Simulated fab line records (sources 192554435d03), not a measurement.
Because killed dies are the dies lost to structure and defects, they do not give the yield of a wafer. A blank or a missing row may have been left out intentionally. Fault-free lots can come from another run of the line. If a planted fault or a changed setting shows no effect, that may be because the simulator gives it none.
Split-lot trial / flow n5-finfet / 21 wafers read across 7 lots, on a route 1938 steps long

## ON THE SPLIT
At N5_BEOL_M14_TRENCH_ETCH_34 (etches SiO2 in C4F8/O2/Ar, target depth 556.65 nm, time 126.9 s), the setting bias-w was moved away from the recipe's 2040 W on 9 of the 21 wafers read, by -8.8% to +17.7%. For the rest of the wafers, this setting stayed at what the recipe calls for.

The split's own step is where the reading is taken.

## THE READING
rf-vpp-V, in V, at N5_BEOL_M14_TRENCH_ETCH_34 (etches SiO2 in C4F8/O2/Ar, target depth 556.65 nm, time 126.9 s). On this fab line, fault-free wafers typically give 2230 V with a standard deviation of 13 V.

wafer=L074.1; tool, chamber at the split=rie-diel-04, 2; bias-w as run, W=2040; against the recipe=recipe; rf-vpp-V, V=2222; against lot-mates on the recipe=-
wafer=L074.4; tool, chamber at the split=rie-diel-04, 1; bias-w as run, W=2040; against the recipe=recipe; rf-vpp-V, V=2194; against lot-mates on the recipe=-
wafer=L074.5; tool, chamber at the split=rie-diel-04, 1; bias-w as run, W=2040; against the recipe=recipe; rf-vpp-V, V=2193; against lot-mates on the recipe=-
wafer=L080.1; tool, chamber at the split=rie-diel-05, 0; bias-w as run, W=1880; against the recipe=-7.8%; rf-vpp-V, V=2121; against lot-mates on the recipe=-97
wafer=L080.3; tool, chamber at the split=rie-diel-05, 1; bias-w as run, W=1880; against the recipe=-7.8%; rf-vpp-V, V=2094; against lot-mates on the recipe=-124
wafer=L080.6; tool, chamber at the split=rie-diel-05, 1; bias-w as run, W=2040; against the recipe=recipe; rf-vpp-V, V=2218; against lot-mates on the recipe=-
wafer=L084.1; tool, chamber at the split=rie-diel-02, 1; bias-w as run, W=2153; against the recipe=+5.5%; rf-vpp-V, V=2331; against lot-mates on the recipe=+91
wafer=L084.2; tool, chamber at the split=rie-diel-02, 2; bias-w as run, W=2040; against the recipe=recipe; rf-vpp-V, V=2240; against lot-mates on the recipe=-
wafer=L084.3; tool, chamber at the split=rie-diel-02, 0; bias-w as run, W=2153; against the recipe=+5.5%; rf-vpp-V, V=2307; against lot-mates on the recipe=+67
wafer=L087.2; tool, chamber at the split=rie-diel-04, 3; bias-w as run, W=2348; against the recipe=+15.1%; rf-vpp-V, V=2459; against lot-mates on the recipe=+238
wafer=L087.3; tool, chamber at the split=rie-diel-04, 1; bias-w as run, W=2348; against the recipe=+15.1%; rf-vpp-V, V=2457; against lot-mates on the recipe=+236
wafer=L087.6; tool, chamber at the split=rie-diel-04, 2; bias-w as run, W=2040; against the recipe=recipe; rf-vpp-V, V=2221; against lot-mates on the recipe=-
wafer=L091.1; tool, chamber at the split=rie-diel-05, 1; bias-w as run, W=2040; against the recipe=recipe; rf-vpp-V, V=2217; against lot-mates on the recipe=-
wafer=L091.4; tool, chamber at the split=rie-diel-05, 0; bias-w as run, W=1861; against the recipe=-8.8%; rf-vpp-V, V=2106; against lot-mates on the recipe=-111
wafer=L091.5; tool, chamber at the split=rie-diel-05, 3; bias-w as run, W=1861; against the recipe=-8.8%; rf-vpp-V, V=2078; against lot-mates on the recipe=-139
wafer=L094.1; tool, chamber at the split=rie-diel-05, 3; bias-w as run, W=2040; against the recipe=recipe; rf-vpp-V, V=2216; against lot-mates on the recipe=-
wafer=L094.3; tool, chamber at the split=rie-diel-05, 2; bias-w as run, W=2040; against the recipe=recipe; rf-vpp-V, V=2248; against lot-mates on the recipe=-
wafer=L094.5; tool, chamber at the split=rie-diel-05, 1; bias-w as run, W=2402; against the recipe=+17.7%; rf-vpp-V, V=2477; against lot-mates on the recipe=+245
wafer=L095.3; tool, chamber at the split=rie-diel-04, 0; bias-w as run, W=2040; against the recipe=recipe; rf-vpp-V, V=2221; against lot-mates on the recipe=-
wafer=L095.4; tool, chamber at the split=rie-diel-04, 2; bias-w as run, W=2040; against the recipe=recipe; rf-vpp-V, V=2218; against lot-mates on the recipe=-
wafer=L095.6; tool, chamber at the split=rie-diel-04, 3; bias-w as run, W=2040; against the recipe=recipe; rf-vpp-V, V=2234; against lot-mates on the recipe=-

THE FIT
A straight line over all 21 wafers: rf-vpp-V changes by +15.1 V for each +1% of bias-w; r = +0.99; the points scatter about the line by 16 V.
The same after taking each lot's own level away (the mean of its wafers on the recipe; 21 wafers): +14.7 V for each +1%; r = +0.99; scatter 13 V.
According to that fit, moving bias-w by its largest amount changes the reading by 2.6e+02 V.
The span of the lots' own levels, 2203.0 to 2240.0 V, comes to 2.8 times the standard deviation stated above.
Hence the lot-to-lot level has little effect on the slope; both slopes agree.
Check: +269 V against its lot-mates is what the line predicts for one of the wafers moved furthest among these (+17.7%) when that wafer is left out of the fit. It came out at +245 V against them.
Tool readings at the split's step, against how far the setting was moved: rf-vpp-V r = +0.99.

## ADDITIONAL SPLITS CARRIED BY THESE WAFERS
These wafers also went through other splits before the reading. Each is held against what the fit with the lots' levels taken away leaves over:
other split on the same wafers=N5_BEOL_M12_ETCH_59 h2-flow-sccm; wafers away from the commonest value=8; r with rf-vpp-V (lot level and that fit taken away)=+0.03
other split on the same wafers=N5_BEOL_M12_SPUTTER_44 power-w; wafers away from the commonest value=3; r with rf-vpp-V (lot level and that fit taken away)=-0.14
other split on the same wafers=N5_BEOL_M13_COAT_58 spin-rpm; wafers away from the commonest value=7; r with rf-vpp-V (lot level and that fit taken away)=+0.50

## FILE'S OWN FIT
rf-vpp-V changes by +14.5 V for each +1% of bias-w, r = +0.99.
